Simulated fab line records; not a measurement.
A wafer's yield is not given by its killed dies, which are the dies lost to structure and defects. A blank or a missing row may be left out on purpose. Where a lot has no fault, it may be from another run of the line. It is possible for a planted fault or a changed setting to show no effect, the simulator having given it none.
Which tool is to blame? || flow nand_harc || 15 lots with 45 wafers sampled at 4 steps, on a route of 1302 steps

WHAT THE GAUGES SHOWED, per wafer
NHARC_A_BONDPAD_THK_MEAS_20: measures by xrf. Usual: thk_nm reads 169.8 nm (standard deviation 1.7).
{"lot": "L950", "measured": "day 23 14:31", "on": "film_metro-02", "thk_nm (nm)": "170.1 171.2 170.0", "flag": ""}
{"lot": "L952", "measured": "day 24 07:17", "on": "film_metro-02", "thk_nm (nm)": "170.8 170.2 173.1", "flag": ""}
{"lot": "L953", "measured": "day 24 06:04", "on": "film_metro-02", "thk_nm (nm)": "169.9 171.0 171.1", "flag": ""}
{"lot": "L954", "measured": "day 24 17:56", "on": "film_metro-02", "thk_nm (nm)": "169.6 167.4 168.5", "flag": ""}
{"lot": "L955", "measured": "day 25 17:23", "on": "film_metro-02", "thk_nm (nm)": "169.3 168.1 168.9", "flag": ""}
{"lot": "L956", "measured": "day 25 22:37", "on": "film_metro-01", "thk_nm (nm)": "166.2 170.8 168.4", "flag": ""}
{"lot": "L957", "measured": "day 26 08:26", "on": "film_metro-02", "thk_nm (nm)": "167.4 171.2 168.9", "flag": ""}
{"lot": "L958", "measured": "day 27 03:47", "on": "film_metro-01", "thk_nm (nm)": "173.2 171.0 170.6", "flag": ""}
{"lot": "L959", "measured": "day 27 22:28", "on": "film_metro-01", "thk_nm (nm)": "171.6 169.8 170.6", "flag": ""}
{"lot": "L962", "measured": "day 27 16:16", "on": "film_metro-01", "thk_nm (nm)": "173.3 170.3 168.6", "flag": ""}
{"lot": "L961", "measured": "day 27 16:46", "on": "film_metro-01", "thk_nm (nm)": "170.1 167.0 170.2", "flag": ""}
{"lot": "L964", "measured": "day 29 05:33", "on": "film_metro-02", "thk_nm (nm)": "172.6 170.7 170.3", "flag": ""}
{"lot": "L963", "measured": "day 29 06:56", "on": "film_metro-01", "thk_nm (nm)": "170.4 167.7 166.4", "flag": ""}
{"lot": "L965", "measured": "day 29 00:49", "on": "film_metro-02", "thk_nm (nm)": "167.1 168.8 171.0", "flag": ""}
{"lot": "L973", "measured": "day 33 00:07", "on": "film_metro-02", "thk_nm (nm)": "169.3 169.4 168.5", "flag": ""}

NHARC_END_SORT_01. Usual: killed_at_array 58, standard deviation 18; killed_at_other 1.0, standard deviation 1.5; killed_at_periphery 4, standard deviation 3.1; killed_dies 64, standard deviation 18; killed_open 3.4, standard deviation 1.9; killed_short 2.7, standard deviation 1.7.
{"lot": "L964", "measured": "day 30 14:56", "on": "prober-02", "killed_at_array": "39 36 42", "killed_at_other": "0 0 0", "killed_at_periphery": "3 76 79", "killed_dies": "42 112 121", "killed_open": "6 1 1", "killed_short": "2 3 4", "flag": "OFF"}
{"lot": "L963", "measured": "day 30 16:30", "on": "prober-01", "killed_at_array": "62 81 84", "killed_at_other": "0 0 0", "killed_at_periphery": "60 0 4", "killed_dies": "122 81 88", "killed_open": "3 1 9", "killed_short": "5 5 1", "flag": "OFF"}
{"lot": "L965", "measured": "day 30 04:23", "on": "prober-01", "killed_at_array": "59 56 48", "killed_at_other": "0 0 1", "killed_at_periphery": "70 82 67", "killed_dies": "129 138 116", "killed_open": "1 5 1", "killed_short": "4 2 1", "flag": "OFF"}

WHICH TOOL RAN EACH LOT (tool, then ch and the chambers of the sampled wafers, then the start)
{"lot": "L950", "NHARC_P_STI_HDPCVD_20": "hdpcvd-01 ch 0,1, day 3 11:08", "NHARC_THIN_TSV_DEP_47": "pecvd-02 ch 0,1,2, day 24 08:16"}
{"lot": "L952", "NHARC_P_STI_HDPCVD_20": "hdpcvd-01 ch 0,1, day 4 00:51", "NHARC_THIN_TSV_DEP_47": "pecvd-01 ch 0,2, day 24 21:33"}
{"lot": "L953", "NHARC_P_STI_HDPCVD_20": "hdpcvd-01 ch 0,1, day 4 13:29", "NHARC_THIN_TSV_DEP_47": "pecvd-01 ch 0,2, day 24 20:21"}
{"lot": "L954", "NHARC_P_STI_HDPCVD_20": "hdpcvd-01 ch 0,1, day 4 19:15", "NHARC_THIN_TSV_DEP_47": "pecvd-02 ch 0,1,2, day 25 08:55"}
{"lot": "L955", "NHARC_P_STI_HDPCVD_20": "hdpcvd-01 ch 0,1, day 5 07:41", "NHARC_THIN_TSV_DEP_47": "pecvd-01 ch 0,1, day 26 07:58"}
{"lot": "L956", "NHARC_P_STI_HDPCVD_20": "hdpcvd-01 ch 0, day 5 16:20", "NHARC_THIN_TSV_DEP_47": "pecvd-02 ch 0,1,2, day 26 16:02"}
{"lot": "L957", "NHARC_P_STI_HDPCVD_20": "hdpcvd-01 ch 0,1, day 6 03:43", "NHARC_THIN_TSV_DEP_47": "pecvd-01 ch 0,1,2, day 27 00:02"}
{"lot": "L958", "NHARC_P_STI_HDPCVD_20": "hdpcvd-01 ch 0,1, day 6 17:17", "NHARC_THIN_TSV_DEP_47": "pecvd-04 ch 1,2, day 27 22:07"}
{"lot": "L959", "NHARC_P_STI_HDPCVD_20": "hdpcvd-01 ch 0,1, day 7 05:43", "NHARC_THIN_TSV_DEP_47": "pecvd-01 ch 0,2, day 28 12:46"}
{"lot": "L962", "NHARC_P_STI_HDPCVD_20": "hdpcvd-01 ch 0,1, day 8 01:46", "NHARC_THIN_TSV_DEP_47": "pecvd-01 ch 0,1,2, day 28 06:59"}
{"lot": "L961", "NHARC_P_STI_HDPCVD_20": "hdpcvd-01 ch 0,1, day 8 02:16", "NHARC_THIN_TSV_DEP_47": "pecvd-02 ch 0,1,2, day 28 08:08"}
{"lot": "L964", "NHARC_P_STI_HDPCVD_20": "hdpcvd-01 ch 0,1, day 9 10:33", "NHARC_THIN_TSV_DEP_47": "pecvd-02 ch 1,2, day 30 00:59"}
{"lot": "L963", "NHARC_P_STI_HDPCVD_20": "hdpcvd-01 ch 0,1, day 9 11:07", "NHARC_THIN_TSV_DEP_47": "pecvd-04 ch 0,1,2, day 30 02:06"}
{"lot": "L965", "NHARC_P_STI_HDPCVD_20": "hdpcvd-01 ch 0, day 9 11:31", "NHARC_THIN_TSV_DEP_47": "pecvd-02 ch 1,2, day 29 15:08"}
{"lot": "L973", "NHARC_P_STI_HDPCVD_20": "hdpcvd-01 ch 0,1, day 12 19:01", "NHARC_THIN_TSV_DEP_47": "pecvd-04 ch 0,2, day 33 14:28"}
- NHARC_P_STI_HDPCVD_20: deposits SiO2.
- NHARC_THIN_TSV_DEP_47: deposits SiO2, target thk 200 nm.

AS READ BY THE TOOLS THEMSELVES (means over the sampled wafers that have a number; for cases with no such wafer, the mark the record gives instead)
NHARC_THIN_TSV_DEP_47. Usual: showerhead_vpp_V 1815 V, standard deviation 64; throttle_valve_pct 16.3 %, standard deviation 0.47.
{"lot": "L950", "tool": "pecvd-02", "showerhead_vpp_V (V)": 1809, "throttle_valve_pct (%)": 16.1, "flag": ""}
{"lot": "L952", "tool": "pecvd-01", "showerhead_vpp_V (V)": 1822, "throttle_valve_pct (%)": 16.3, "flag": ""}
{"lot": "L953", "tool": "pecvd-01", "showerhead_vpp_V (V)": 1781, "throttle_valve_pct (%)": 16.2, "flag": ""}
{"lot": "L954", "tool": "pecvd-02", "showerhead_vpp_V (V)": 1800, "throttle_valve_pct (%)": 16.3, "flag": ""}
{"lot": "L955", "tool": "pecvd-01", "showerhead_vpp_V (V)": 1845, "throttle_valve_pct (%)": 16.5, "flag": ""}
{"lot": "L956", "tool": "pecvd-02", "showerhead_vpp_V (V)": 1796, "throttle_valve_pct (%)": 16.3, "flag": ""}
{"lot": "L957", "tool": "pecvd-01", "showerhead_vpp_V (V)": 1841, "throttle_valve_pct (%)": 16.3, "flag": ""}
{"lot": "L958", "tool": "pecvd-04", "showerhead_vpp_V (V)": 1884, "throttle_valve_pct (%)": 16.0, "flag": ""}
{"lot": "L959", "tool": "pecvd-01", "showerhead_vpp_V (V)": 1772, "throttle_valve_pct (%)": 16.4, "flag": ""}
{"lot": "L962", "tool": "pecvd-01", "showerhead_vpp_V (V)": 1825, "throttle_valve_pct (%)": 16.5, "flag": ""}
{"lot": "L961", "tool": "pecvd-02", "showerhead_vpp_V (V)": 1782, "throttle_valve_pct (%)": 16.4, "flag": ""}
{"lot": "L964", "tool": "pecvd-02", "showerhead_vpp_V (V)": 1811, "throttle_valve_pct (%)": 15.8, "flag": ""}
{"lot": "L963", "tool": "pecvd-04", "showerhead_vpp_V (V)": 1813, "throttle_valve_pct (%)": 15.9, "flag": ""}
{"lot": "L965", "tool": "pecvd-02", "showerhead_vpp_V (V)": 1801, "throttle_valve_pct (%)": 15.9, "flag": ""}
{"lot": "L973", "tool": "pecvd-04", "showerhead_vpp_V (V)": 1792, "throttle_valve_pct (%)": 16.1, "flag": ""}

THE ANSWER, worked out from the rows above alone
Rule: lot off if the mean of its wafers having a number is beyond 3 standard deviations from the usual mean. Also off: a lot with no number at a reading for which 4 or more lots have one. All remaining lots with rows at the step are treated as sound. First the gauges in route order, then the tools' own readings, where a lot's mean is used as printed above. The first step at which some lot is off is used, and at that step the reading that is off furthest; a lot without a number counts as furthest.
Off: L964, L963, L965 (NHARC_END_SORT_01, killed_at_periphery). Neither off nor sound, because the step has no rows for them: L950, L952, L953, L954, L955, L956, L957, L958, L959, L962, L961, L973.
A tool fits if, at a process step before that reading, it ran every lot that is off, and no sound lot after the first of them. Those tools and the gauges at NHARC_END_SORT_01 are tried in the same way. One candidate fits, namely hdpcvd-01 at NHARC_P_STI_HDPCVD_20. It ran no sound lot before its first lot that is off in this sample, so the start can't be narrowed down.

WHAT THE SIMULATOR PUT IN
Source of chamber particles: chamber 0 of hdpcvd-01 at NHARC_P_STI_HDPCVD_20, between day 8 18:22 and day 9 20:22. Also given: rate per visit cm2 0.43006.
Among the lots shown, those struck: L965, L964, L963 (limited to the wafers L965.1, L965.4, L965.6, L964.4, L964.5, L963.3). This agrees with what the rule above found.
